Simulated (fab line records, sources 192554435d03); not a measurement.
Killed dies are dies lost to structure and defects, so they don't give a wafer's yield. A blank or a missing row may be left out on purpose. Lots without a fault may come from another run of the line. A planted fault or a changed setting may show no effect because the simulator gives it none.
Chamber matching | flow n5_finfet | N5_SD_EPI_N_ETCH_45 on rie_diel-01: 4 sister chambers
The step etches SiOCN in CH3F/O2, target depth 6 nm. 8 wafers are shown with their chamber, then 9 later ones without.

WAFERS WITH THEIR CHAMBER
wafer  | chamber | showerhead_plenum_p_Torr (Torr) | drypump_motor_current_A (A)
L078.1 | 1       | 1.95                            | 5.7
L084.4 | 3       | 1.96                            | 6.0
L087.1 | 0       | 2.08                            | 6.4
L087.2 | 2       | 1.91                            | 6.5
L087.5 | 0       | 2.08                            | 6.4
L088.1 | 3       | 1.96                            | 5.9
L088.3 | 1       | 1.94                            | 5.7
L088.6 | 2       | 1.91                            | 6.6

WAFERS WITHOUT THEIR CHAMBER
wafer  | showerhead_plenum_p_Torr (Torr) | drypump_motor_current_A (A)
L091.1 | 2.07                            | 6.4
L091.2 | 1.96                            | 6.0
L091.6 | 1.94                            | 5.8
L092.1 | 1.94                            | 5.8
L092.2 | 1.96                            | 6.0
L092.6 | 1.96                            | 6.0
L094.1 | 1.96                            | 6.0
L094.2 | 1.91                            | 6.5
L094.5 | 2.07                            | 6.4

WHICH CHAMBER EACH WENT THROUGH
wafer  | from the rows above | in truth
L091.1 | 0                   | 0
L091.2 | 3                   | 3
L091.6 | 1                   | 1
L092.1 | 1                   | 1
L092.2 | 3                   | 3
L092.6 | 3                   | 3
L094.1 | 3                   | 3
L094.2 | 2                   | 2
L094.5 | 0                   | 0
Placed correctly: 9 of 9. Can't be placed from these rows: 0. Placed wrongly: 0.
How it was worked out, from the rows above alone: a wafer's distance from a chamber is the root of the sum, over the readings, of the square of ((its reading less the chamber's mean) divided by the reading's scatter). The wafer belongs to the nearest chamber; if the next one is less than 2 further off, it can't be placed. A chamber's mean is the mean of its shown wafers. The scatter: the root of (the sum of the squares of (reading less its chamber's mean) over the shown wafers, divided by (wafers less chambers)).
